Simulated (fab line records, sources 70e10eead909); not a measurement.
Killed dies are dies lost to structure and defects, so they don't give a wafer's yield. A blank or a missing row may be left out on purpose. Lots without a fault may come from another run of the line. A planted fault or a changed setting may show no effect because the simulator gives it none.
Chamber matching | flow nand_harc | NHARC_P_ZERO_WELL_DESCUM_26 on rie_diel-12: 4 sister chambers
The step chemistry O2, time 3 s. 4 wafers are shown with their chamber, then 7 later ones without.

WAFERS WITH THEIR CHAMBER
wafer  | chamber | showerhead_plenum_p_Torr (Torr)
L244.4 | 1       | 1.82
L245.6 | 2       | 2.01
L256.3 | 0       | 1.83
L256.5 | 3       | 1.94

WAFERS WITHOUT THEIR CHAMBER
wafer  | showerhead_plenum_p_Torr (Torr)
L256.6 | 2.00
L259.3 | 1.94
L259.4 | 1.99
L259.6 | 1.82
L264.3 | 1.80
L264.4 | 1.80
L264.5 | 1.93

WHICH CHAMBER EACH WENT THROUGH
wafer  | from the rows above     | in truth
L256.6 | 2                       | 2
L259.3 | 3                       | 3
L259.4 | 2                       | 2
L259.6 | can't be placed: 1 or 0 | 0
L264.3 | can't be placed: 1 or 0 | 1
L264.4 | can't be placed: 1 or 0 | 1
L264.5 | 3                       | 3
Placed correctly: 4 of 7. Can't be placed from these rows: 3 (the true chamber is among the candidates in 3). Placed wrongly: 0.
How it was worked out, from the rows above alone: a wafer's distance from a chamber is the root of the sum, over the readings, of the square of ((its reading less the chamber's mean) divided by the reading's scatter). The wafer belongs to the nearest chamber; if the next one is less than 2 further off, it can't be placed. A chamber's mean is the mean of its shown wafers. The scatter: with one shown wafer a chamber, the root of the mean of the squares of how far each hidden wafer lies from its nearest shown one.
